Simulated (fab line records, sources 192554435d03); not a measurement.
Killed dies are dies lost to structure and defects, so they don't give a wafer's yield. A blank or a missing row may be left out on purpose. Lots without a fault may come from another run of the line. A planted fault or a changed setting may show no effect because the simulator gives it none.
fab line records | flow n5_finfet
record lots=7 wafers=21
route steps=1938 shown BEOL_M12@1643 BEOL_M14@1719 BEOL_M15@1773 TV_LITHO@1879
start_h: hours from the record's first day to the start of the lot's first wafer shown | wait_h: hours since the lot's step before | " the same as in the row above | L1.1+2: a row that stands for several wafers | - no value, or no start given | * or withheld: withheld | < > ~ a bound
route shown NAME@n: a module of which the file shows steps, and the number in the route of the first | usual: mean/standard deviation of fault-free wafers | same: alike in all rows | chamber/n: place in a boat | sites: the reading at each site | _std_site: their standard deviation | _edge_site: outer sites' mean less inner sites' | radius_mm: how far each site lies from the wafer's centre | mask NAME#n: copy n | behind: the tool/chamber that last shaped the wafer | hold: why the lot was held/for how many hours/how that ended | device: the transistor (n, p or np) that didn't switch | end of line: the same wafers' tests at the end of the route | a step without rows: its recipe alone | killed: dies lost to structure and defects at the first sort, not the wafer's yield | map: a wafer's dies, x killed, . not, _ none there
set.NAME: the setting as run; set.NAME@STEP: as run at that earlier step | model.NAME: the simulator's own value behind a step, which no gauge read
lots whose settings were changed on purpose; a table a step, a row a wafer
## steps
# step N5_BEOL_M12_ETCH_38
# recipe chemistry=CF4/N2 target=SiCN target_depth_a=687 taper_deg=2 time_s=73.4 ion_energy_ev=150 mask_material=SiO2 pressure_mtorr=40 source_w=430 bias_w=70 Ar_flow_sccm=100 cf4_flow_sccm=60 n2_flow_sccm=60
# columns lot.wafer tool chamber start_h wait_h set.time_s set.time_s@BEOL_M12_ILD_DEP_00 model.SiOC_of_BEOL_M12_ILD_DEP_00.thk_nm model.etch.depth_nm
L076.1 rie_diel-05 2 302.81 - 73.4 130.7 609 55.93
L076.5 " 1 " " 73.4 130.7 610.2 59.69
L076.6 " 3 " " 73.4 130.7 618.2 58.64
L080.1 rie_diel-03 2 311.35 - 73.4 130.7 601.2 58.15
L080.2 " 0 " " 73.4 122.1 555.6 57.39
L080.6 " 1 " " 67.24 130.7 612.6 53.79
L086.3 rie_diel-06 1 354.64 - 73.4 112.7 519 58.3
L086.4 " 3 " " 88.7 130.7 610.8 70.73
L086.5 " 2 " " 73.4 130.7 613 58.13
L091.1 rie_diel-03 1 416.75 - 73.4 130.7 602.2 59.08
L091.3 " 2 " " 73.4 141.6 662.2 57.5
L091.5 " 2 " " 85.38 130.7 600 67.27
L093.1 rie_diel-06 1 417.19 - 73.4 130.7 607.6 57.83
L093.4 " 3 " " 73.4 130.7 617.8 57.36
L093.5 " 0 " " 73.4 130.7 614 57.93
L097.2 rie_diel-05 3 424.62 - 80.67 130.7 602 63.79
L097.5 " 3 " " 73.4 130.7 626.4 57.93
L097.6 " 2 " " 80.67 130.7 611.6 65.16
L096.1 rie_diel-03 1 439.92 - 73.4 130.7 606.8 57.92
L096.5 " 1 " " 73.4 130.7 624.2 58.55
L096.6 " 0 " " 73.4 130.7 628.2 57.29
# step N5_BEOL_M14_COAT_04
# recipe spin_rpm=1704 resist_thk_nm=800
# columns lot.wafer tool chamber start_h wait_h set.spin_rpm model.coat_of_BEOL_M14_COAT_04.thk_nm
L076.1+6 litho_track-01 0 - - 1704 798.2
L076.5 " 0 " " 1704 799.4
L080.1 litho_track-03 0 - - 1704 798
L080.2 " 0 " " 1801 779.6
L080.6 " 0 " " 1801 776.8
L086.3 litho_track-03 0 - - 1704 799.6
L086.4 " 0 " " 1581 829.2
L086.5 " 0 " " 1581 831
L091.1 litho_track-01 0 - - 1572 833
L091.3 " 0 " " 1572 833.4
L091.5 " 0 " " 1704 799.6
L093.1 litho_track-01 0 - - 1704 800.2
L093.4 " 0 " " 1704 802.2
L093.5 " 0 " " 1704 805
L097.2 litho_track-03 0 - - 1704 802.8
L097.5 " 0 " " 1704 801.8
L097.6 " 0 " " 1704 800.6
L096.1 litho_track-02 0 - - 1704 803
L096.5 " 0 " " 1704 805.4
L096.6 " 0 " " 1704 804.4
# step N5_BEOL_M14_SPUTTER_43
# recipe material=TaN target_thk_a=150 temp_c=50 bias_v=168.6 power_w=15000 chamber_pressure_pa=0.12 time_s=24.19
# columns lot.wafer tool chamber start_h wait_h set.power_w model.TaN_of_BEOL_M14_SPUTTER_43.thk_nm
L076.1 pvd_sputter-02 - 316.36 0.0 15000 15.2
L076.5+6 " - " " 17140 17.4
L080.1 pvd_sputter-01 - 325.10 0.0 15000 15
L080.2+6 " - " " 12740 12.6
L086.3 pvd_sputter-03 - 369.48 0.0 17230 17.2
L086.4 " - " " 17230 17.4
L086.5 " - " " 15000 15.2
L091.1 pvd_sputter-03 - 431.71 0.0 15000 15.2
L091.3+5 " - " " 15000 15
L093.1 pvd_sputter-01 - 431.97 0.0 15000 15
L093.4+5 " - " " 15000 14.8
L097.2 pvd_sputter-01 - 445.08 0.0 13720 13.8
L097.5 " - " " 15000 14.8
L097.6 " - " " 15000 15
L096.1+6 pvd_sputter-02 - 455.85 0.0 16870 17
L096.5 " - " " 15000 15.2
# step N5_BEOL_M14_SPUTTER_44
# recipe material=Ta target_thk_a=150 temp_c=50 bias_v=80 power_w=15000 chamber_pressure_pa=0.07 time_s=24.19
# step N5_BEOL_M14_SPUTTER_45
# recipe material=Cu target_thk_a=1000 temp_c=-20 bias_v=60 power_w=26000 chamber_pressure_pa=0.13 time_s=16.67
# step N5_BEOL_M14_ECD_47
# recipe material=Cu target_thk_a=12480
# step N5_BEOL_M14_ANNEAL_48
# recipe temp_c=225 time_s=90 ambient=N2
# step N5_BEOL_M14_CMP_49
# recipe stop_on=SiO2 t_overpolish_s=5.2 down_force_psi=2 platen_rpm=80 clearing_platen_down_force_psi=2 clearing_platen_rpm=80 post_cmp_clean=cu_alkaline target_thk_nm=560 clearing_platen_pad_velocity_m_s=1.5917 pad_velocity_m_s=1.5917
# usual barrier_field_endpoint_s=11.26/0.23
# columns lot.wafer tool chamber start_h wait_h set.power_w@BEOL_M14_SPUTTER_43 barrier_field_endpoint_s
L076.1 cmp-01 3 317.24 0.3 15000 11.11
L076.5 " 2 " " 17140 12.36
L076.6 " 3 " " 17140 12.04
L080.2 cmp-03 3 325.90 0.2 12740 10.66
L080.1 " 1 " " 15000 11.16
L080.6 " 3 " " 12740 10.49
L086.3 cmp-01 1 371.49 0.2 17230 12.06
L086.4 " 0 " " 17230 12.38
L086.5 " 1 " " 15000 11.38
L091.1 cmp-04 3 432.53 0.3 15000 11.61
L091.3 " 1 " " 15000 11.34
L091.5 " 2 " " 15000 11.40
L093.1 cmp-03 2 432.78 0.3 15000 10.92
L093.4 " 3 " " 15000 11.10
L093.5 " 1 " " 15000 10.71
L097.2 cmp-03 3 446.08 0.2 13720 10.75
L097.5 " 2 " " 15000 11.06
L097.6 " 3 " " 15000 10.98
L096.1 cmp-03 0 456.66 0.3 16870 11.90
L096.6 " 0 " " 16870 11.77
L096.5 " 1 " " 15000 11.05
# step N5_BEOL_M15_ILD_DEP_00
# recipe material=SiO2 target_thk_a=16293 temp_c=400 precursor=TEOS/O2 pressure_torr=6.5 rf_w=900 teos_flow_sccm=161.4 gas=O2 flow_sccm=2650 time_s=346.1
# columns lot.wafer tool chamber start_h wait_h set.time_s model.SiO2_of_BEOL_M15_ILD_DEP_00.thk_nm
L076.1 pecvd-01 1 317.69 0.0 346.1 1627
L076.5 " 1 " " 346.1 1676
L076.6 " 0 " " 346.1 1668
L080.1 pecvd-03 2 326.36 0.0 379.9 1799
L080.2 " 0 " " 346.1 1647
L080.6 " 2 " " 346.1 1650
L086.3 pecvd-03 2 372.09 0.1 346.1 1631
L086.4 " 0 " " 346.1 1650
L086.5 " 0 " " 346.1 1649
L091.1 pecvd-03 2 432.98 0.0 364.3 1700
L091.3 " 1 " " 364.3 1721
L091.5 " 1 " " 364.3 1745
L093.1 pecvd-03 2 433.23 0.0 346.1 1609
L093.4 " 0 " " 346.1 1631
L093.5 " 1 " " 346.1 1638
L097.2 pecvd-01 1 446.53 0.0 389.9 1824
L097.5 " 1 " " 346.1 1642
L097.6 " 0 " " 346.1 1626
L096.1 pecvd-01 2 457.14 0.0 397.1 1848
L096.5 " 2 " " 397.1 1883
L096.6 " 0 " " 346.1 1629
# step N5_BEOL_M15_THK_MEAS_01
# recipe reads=SiO2_of_BEOL_M15_ILD_DEP_00
# usual M15_ILD_THK=1638/21
# columns lot.wafer tool chamber start_h wait_h set.time_s@BEOL_M15_ILD_DEP_00 M15_ILD_THK[nm]
L076.1 film_metro-02 - 317.94 0.1 346.1 1627
L076.5 " - " " 346.1 1677
L076.6 " - " " 346.1 1668
L080.1 film_metro-01 - 326.61 0.1 379.9 1799
L080.2 " - " " 346.1 1646
L080.6 " - " " 346.1 1648
L086.3 film_metro-01 - 372.34 0.1 346.1 1630
L086.4 " - " " 346.1 1649
L086.5 " - " " 346.1 1650
L091.1 film_metro-01 - 433.23 0.1 364.3 1700
L091.3 " - " " 364.3 1719
L091.5 " - " " 364.3 1744
L093.1 film_metro-01 - 433.48 0.1 346.1 1609
L093.4 " - " " 346.1 1630
L093.5 " - " " 346.1 1639
L097.2 film_metro-01 - 446.78 0.1 389.9 1823
L097.5 " - " " 346.1 1643
L097.6 " - " " 346.1 1626
L096.1 film_metro-01 - 457.39 0.1 397.1 1847
L096.5 " - " " 397.1 1884
L096.6 " - " " 346.1 1631
# step N5_BEOL_M15_COAT_58
# recipe resist=BARC temp_c=205 time_s=60 spin_rpm=1500 resist_thk_nm=89
# step N5_BEOL_M15_COAT_04
# recipe spin_rpm=1704 resist_thk_nm=800
# step N5_BEOL_M15_DESCUM_15
# recipe chemistry=O2 time_s=7.9 source_power_w=50 bias_power_w=20 pressure_mtorr=20 rf_frequency_hz=2.712e+07 temp_c=40 o2_flow_sccm=225
# step N5_BEOL_M15_ETCH_59
# recipe chemistry=N2/H2 target=BARC target_depth_a=890 overetch_a=267 time_s=67.9 ion_energy_ev=200 pressure_mtorr=30 source_w=840 bias_w=150 n2_flow_sccm=200 h2_flow_sccm=200
# step N5_BEOL_M15_VIA_ETCH_16
# recipe chemistry=C4F8/O2/Ar target=SiO2 he_inner_torr=15 he_outer_torr=30 target_depth_a=17922 time_s=withheld ion_energy_ev=800 pressure_mtorr=20 source_w=1905 bias_w=2040 Ar_flow_sccm=400 C4F8_flow_sccm=16 O2_flow_sccm=12 ends=cleared
# columns lot.wafer tool chamber start_h wait_h set.time_s@BEOL_M15_ILD_DEP_00 model.etch.depth_nm model.coat_of_BEOL_M15_COAT_04.thk_nm
L076.1 rie_diel-02 0 318.54 0.0 * 1627 336.6
L076.5 " 1 " " * 1676 323.6
L076.6 " 2 " " * 1668 328.4
L080.1 rie_diel-04 2 327.21 0.0 * 1799 294.2
L080.2 " 1 " " * 1647 321.6
L080.6 " 0 " " * 1650 323.6
L086.3 rie_diel-01 1 373.07 0.0 * 1631 332
L086.4 " 3 " " * 1650 331
L086.5 " 0 " " * 1649 329.2
L091.1 rie_diel-02 3 433.83 0.0 * 1700 319
L091.3 " 1 " " * 1721 308.6
L091.5 " 1 " " * 1745 300.6
L093.1 rie_diel-04 1 433.96 0.0 * 1609 334.6
L093.4 " 0 " " * 1631 332.8
L093.5 " 1 " " * 1638 328
L097.2 rie_diel-02 2 447.38 0.0 * 1824 289.8
L097.5 " 2 " " * 1642 330.4
L097.6 " 1 " " * 1626 331.8
L096.1 rie_diel-02 2 458.00 0.0 * 1848 282
L096.5 " 1 " " * 1883 269.8
L096.6 " 2 " " * 1629 334
# step N5_BEOL_M15_ETCH_61
# recipe chemistry=N2/H2 target=BARC target_depth_a=890 overetch_a=267 time_s=67.9 ion_energy_ev=200 pressure_mtorr=30 source_w=840 bias_w=150 n2_flow_sccm=200 h2_flow_sccm=200
# columns lot.wafer tool chamber start_h wait_h set.time_s model.coat_of_BEOL_M15_COAT_22.thk_nm
L076.1 rie_diel-02 2 319.96 0.0 67.9 717.6
L076.5 " 0 " " 67.9 718.2
L076.6 " 1 " " 67.9 718
L080.1 rie_diel-02 0 328.86 0.0 80.09 706.8
L080.2 " 1 " " 80.09 703.2
L080.6 " 3 " " 67.9 717
L086.3 rie_diel-04 0 374.66 0.0 56.37 730.8
L086.4 " 3 " " 67.9 719
L086.5 " 0 " " 67.9 718.4
L091.1 rie_diel-04 2 435.37 0.0 67.9 724.6
L091.3 " 1 " " 67.9 722.8
L091.5 " 0 " " 67.9 724.4
L093.1 rie_diel-02 1 435.60 0.0 67.9 719.4
L093.4 " 0 " " 67.9 721.8
L093.5 " 0 " " 67.9 720.6
L097.2 rie_diel-04 1 448.96 0.0 67.9 715
L097.5 " 1 " " 67.9 718
L097.6 " 2 " " 67.9 719.8
L096.1 rie_diel-01 2 459.80 0.0 59.67 722.4
L096.5 " 2 " " 59.67 726
L096.6 " 1 " " 67.9 717.6
# step N5_BEOL_M15_TRENCH_ETCH_34
# recipe chemistry=C4F8/O2/Ar target=SiO2 target_depth_a=8729.3 he_inner_torr=15 he_outer_torr=30 time_s=199 ion_energy_ev=800 pressure_mtorr=20 source_w=1905 bias_w=2040 Ar_flow_sccm=400 C4F8_flow_sccm=16 O2_flow_sccm=12
# columns lot.wafer tool chamber start_h wait_h set.time_s model.etch.depth_nm model.coat_of_BEOL_M15_COAT_22.thk_nm
L076.1 rie_diel-02 2 320.01 0.0 170.7 760.9 566.4
L076.5 " 0 " " 199 861.2 546
L076.6 " 1 " " 199 875.4 542
L080.1 rie_diel-02 0 328.91 0.0 199 848.8 537
L080.2 " 1 " " 199 870.2 528.2
L080.6 " 3 " " 199 880.5 542.2
L086.3 rie_diel-04 0 374.71 0.0 199 864 557.2
L086.4 " 3 " " 217.5 940.2 529.6
L086.5 " 0 " " 199 867 544.4
L091.1 rie_diel-04 2 435.42 0.0 155.7 675.4 590.8
L091.3 " 1 " " 155.7 685.2 584.6
L091.5 " 0 " " 199 864.8 550.8
L093.1 rie_diel-02 1 435.65 0.0 199 871.1 544.2
L093.4 " 0 " " 199 890 543.6
L093.5 " 0 " " 199 889.6 542.6
L097.2 rie_diel-04 1 449.01 0.0 199 883.2 536.8
L097.5 " 1 " " 199 874 541.8
L097.6 " 2 " " 199 881 545.2
L096.1 rie_diel-01 2 459.86 0.0 199 868.9 546.8
L096.5 " 2 " " 199 869.7 550.2
L096.6 " 1 " " 226.6 999 517.8
# step N5_BEOL_M15_STRIP_36
# recipe chemistry=O2 power_w=600 temp_c=60 pressure_mtorr=30 rf_frequency_hz=6e+07 bias_power_w=0 overash_fraction=0.3 o2_flow_sccm=225
# step N5_BEOL_M15_ECD_47
# recipe material=Cu target_thk_a=18600
# step N5_BEOL_M15_ANNEAL_48
# recipe temp_c=225 time_s=90 ambient=N2
# step N5_BEOL_M15_CMP_49
# recipe stop_on=SiO2 t_overpolish_s=4.9 down_force_psi=2 platen_rpm=80 clearing_platen_down_force_psi=2 clearing_platen_rpm=80 post_cmp_clean=cu_alkaline target_thk_nm=850 clearing_platen_pad_velocity_m_s=1.5917 pad_velocity_m_s=1.5917
# columns lot.wafer tool chamber start_h wait_h set.time_s@BEOL_M15_TRENCH_ETCH_34 model.Cu_of_BEOL_M15_ECD_47.thk_nm
L076.1 cmp-03 2 325.67 0.4 170.7 738
L076.5 " 3 " " 199 838.6
L076.6 " 0 " " 199 850.8
L080.2 cmp-01 3 332.74 0.2 199 846.6
L080.1 " 0 " " 199 826
L080.6 " 3 " " 199 856.2
L086.4 cmp-02 3 378.49 0.2 217.5 919
L086.3 " 0 " " 199 841.6
L086.5 " 2 " " 199 844
L091.1 cmp-03 3 440.55 0.3 155.7 652.8
L091.3 " 1 " " 155.7 661.4
L091.5 " 3 " " 199 841.6
L093.1 cmp-01 2 440.61 0.3 199 849.6
L093.4 " 0 " " 199 868
L093.5 " 1 " " 199 867.6
L097.2 cmp-03 0 451.03 0.3 199 859.2
L097.6 " 1 " " 199 856
L097.5 " 2 " " 199 849
L096.1 cmp-02 2 463.77 0.3 199 846
L096.6 " 0 " " 226.6 976.2
L096.5 " 1 " " 199 847.2
# step N5_BEOL_M15_THK_MEAS_50
# recipe thk_meas_gauge=xrf reads=Cu_of_BEOL_M15_ECD_47
# usual M15_THK=860/13
# columns lot.wafer tool chamber start_h wait_h set.time_s@BEOL_M15_TRENCH_ETCH_34 M15_THK[nm]
L076.1 film_metro-01 - 325.85 - 170.7 750
L076.5 " - " " 199 850
L076.6 " - " " 199 861
L080.1 film_metro-01 - 333.00 - 199 846
L080.2 " - " " 199 864
L080.6 " - " " 199 877
L086.3 film_metro-02 - 378.75 - 199 849
L086.4 " - " " 217.5 927
L086.5 " - " " 199 851
L091.1 film_metro-01 - 440.81 - 155.7 669
L091.3 " - " " 155.7 681
L091.5 " - " " 199 867
L093.1 film_metro-02 - 440.86 - 199 869
L093.4 " - " " 199 884
L093.5 " - " " 199 889
L097.2 film_metro-01 - 451.21 - 199 863
L097.5 " - " " 199 856
L097.6 " - " " 199 863
L096.1 film_metro-01 - 463.99 - 199 861
L096.5 " - " " 199 861
L096.6 " - " " 226.6 994
# step N5_BEOL_M15_PRE_CLEAN_52
# recipe gas=NH3 time_s=15 temp_c=withheld rf_power_w=300
# step N5_BEOL_M15_DEP_53
# recipe material=SiCN target_thk_a=500 temp_c=withheld precursor=3MS/NH3 pressure_torr=3 rf_w=675 time_s=17.8
# step N5_BEOL_M15_RS_MEAS_54
# recipe thk_meas_gauge=four-point-probe reads=Cu_of_BEOL_M15_ECD_47+Ta_of_BEOL_M15_SPUTTER_44+TaN_of_BEOL_M15_SPUTTER_43
# usual M15_RS=0.02167/0.00026
# columns lot.wafer tool chamber start_h wait_h set.time_s@BEOL_M15_TRENCH_ETCH_34 M15_RS[ohm/sq]
L076.1 film_metro-02 - 325.98 0.0 170.7 0.02483
L076.5 " - " " 199 0.02186
L076.6 " - " " 199 0.0215
L080.1 film_metro-02 - 333.13 0.0 199 0.02214
L080.2 " - " " 199 0.02161
L080.6 " - " " 199 0.02137
L086.3 film_metro-02 - 378.88 0.1 199 0.02173
L086.4 " - " " 217.5 0.0199
L086.5 " - " " 199 0.02167
L091.1 film_metro-01 - 440.96 0.1 155.7 0.02827
L091.3 " - " " 155.7 0.02783
L091.5 " - " " 199 0.02174
L093.1 film_metro-02 - 440.99 0.0 199 0.02151
L093.4 " - " " 199 0.0211
L093.5 " - " " 199 0.02112
L097.2 film_metro-01 - 451.34 0.1 199 0.02133
L097.5 " - " " 199 0.02158
L097.6 " - " " 199 0.02139
L096.1 film_metro-01 - 464.11 0.0 199 0.02164
L096.5 " - " " 199 0.02163
L096.6 " - " " 226.6 0.01878
# step N5_PASSIVATION_EXPOSE_07
# recipe mask_id=TV na=0.55 source_shape=conventional sigma_outer=0.8 polarization=unpolarized defocus_nm=0 target_cd_nm=3000 dose_mj=22.75
# columns lot.wafer tool chamber start_h wait_h mask set.dose_mj
L076.1+5 krf_scanner-01 0 333.04 - TV#0 23.48
L076.6 " 0 " " TV#0 22.75
L080.1+2+6 krf_scanner-02 0 339.87 - TV#0 22.75
L086.3+4 krf_scanner-02 0 387.17 - TV#0 23.89
L086.5 " 0 " " TV#0 22.75
L091.1 krf_scanner-01 0 452.69 - TV#0 23.29
L091.3+5 " 0 " " TV#0 22.75
L093.1+4+5 krf_scanner-01 0 453.77 - TV#0 22.75
L097.2+5 krf_scanner-02 0 458.01 - TV#0 22.75
L097.6 " 0 " " TV#0 21.23
L096.1+6 krf_scanner-02 0 471.14 - TV#0 23.32
L096.5 " 0 " " TV#0 22.75
# step N5_PASSIVATION_PEB_08
# recipe peb_temp_c=withheld peb_time_s=*
# step N5_PASSIVATION_DEVELOP_09
# recipe develop_time_s=60 rinse_liquid=diw dry=air_spin dev_temp_c=21
# step N5_PASSIVATION_HARDBAKE_11
# recipe temp_c=130 time_s=120
# step N5_PASSIVATION_CD_MEAS_10
# recipe target_cd_nm=3000 landing_energy_ev=500 detector=se_inlens
# usual cd_nm=2999.7/1.5
# columns lot.wafer tool chamber start_h wait_h set.dose_mj@PASSIVATION_EXPOSE_07 cd_nm
L076.1 cd_sem-01 0 333.21 - 23.48 3006.7
L076.5 " 0 " " 23.48 3006.1
L076.6 " 0 " " 22.75 3001.5
L080.1 cd_sem-03 0 340.05 - 22.75 2999.6
L080.2 " 0 " " 22.75 3000.0
L080.6 " 0 " " 22.75 3000.8
L086.3 cd_sem-03 0 387.34 - 23.89 3010.0
L086.4 " 0 " " 23.89 3010.0
L086.5 " 0 " " 22.75 2998.5
L091.1 cd_sem-03 0 452.86 - 23.29 3003.8
L091.3 " 0 " " 22.75 2998.5
L091.5 " 0 " " 22.75 3001.8
L093.1 cd_sem-03 0 453.95 - 22.75 3002.6
L093.4 " 0 " " 22.75 3002.3
L093.5 " 0 " " 22.75 3001.7
L097.2 cd_sem-01 0 458.19 - 22.75 2998.9
L097.5 " 0 " " 22.75 2997.7
L097.6 " 0 " " 21.23 2984.7
L096.1 cd_sem-01 0 471.31 - 23.32 3007.5
L096.5 " 0 " " 22.75 3000.3
L096.6 " 0 " " 23.32 3006.0
## key
split step=N5_BEOL_M12_ETCH_38 setting=time_s stated=73.4 by=wafer
response step=N5_BEOL_M12_ETCH_38 reading=model.etch.depth_nm change=+0.582 per=1% r=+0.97
split step=N5_BEOL_M14_COAT_04 setting=spin_rpm stated=1704 by=wafer
response step=N5_BEOL_M14_COAT_04 reading=model.coat_of_BEOL_M14_COAT_04.thk_nm change=-4.1 per=1% r=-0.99
split step=N5_BEOL_M14_SPUTTER_43 setting=power_w stated=15000 by=wafer
response step=N5_BEOL_M14_SPUTTER_43 reading=model.TaN_of_BEOL_M14_SPUTTER_43.thk_nm change=+0.148 per=1% r=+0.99
response step=N5_BEOL_M14_CMP_49 reading=barrier_field_endpoint_s change=+0.0557 per=1% r=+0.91
split step=N5_BEOL_M15_ILD_DEP_00 setting=time_s stated=346.1 by=wafer
response step=N5_BEOL_M15_ILD_DEP_00 reading=model.SiO2_of_BEOL_M15_ILD_DEP_00.thk_nm change=+15.6 per=1% r=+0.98
response step=N5_BEOL_M15_THK_MEAS_01 reading=M15_ILD_THK change=+15.5 per=1% r=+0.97
response step=N5_BEOL_M15_VIA_ETCH_16 reading=model.etch.depth_nm change=+15.6 per=1% r=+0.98
response step=N5_BEOL_M15_VIA_ETCH_16 reading=model.coat_of_BEOL_M15_COAT_04.thk_nm change=-3.5 per=1% r=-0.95
split step=N5_BEOL_M15_ETCH_61 setting=time_s stated=67.9 by=wafer
response step=N5_BEOL_M15_ETCH_61 reading=model.coat_of_BEOL_M15_COAT_22.thk_nm change=-0.661 per=1% r=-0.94
split step=N5_BEOL_M15_TRENCH_ETCH_34 setting=time_s stated=199 by=wafer
response step=N5_BEOL_M15_TRENCH_ETCH_34 reading=model.etch.depth_nm change=+8.42 per=1% r=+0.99
response step=N5_BEOL_M15_TRENCH_ETCH_34 reading=model.coat_of_BEOL_M15_COAT_22.thk_nm change=-1.83 per=1% r=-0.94
response step=N5_BEOL_M15_CMP_49 reading=model.Cu_of_BEOL_M15_ECD_47.thk_nm change=+8.42 per=1% r=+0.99
response step=N5_BEOL_M15_THK_MEAS_50 reading=M15_THK change=+8.63 per=1% r=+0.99
response step=N5_BEOL_M15_RS_MEAS_54 reading=M15_RS change=-0.00025 per=1% r=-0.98
split step=N5_PASSIVATION_EXPOSE_07 setting=dose_mj stated=22.75 by=wafer
response step=N5_PASSIVATION_CD_MEAS_10 reading=cd_nm change=+2.06 per=1% r=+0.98
split outside_this_file step=N5_BEOL_M12_ILD_DEP_00 setting=time_s
# split outside_this_file: this setting was split too, and the file shows its column; the key of that split is in another file
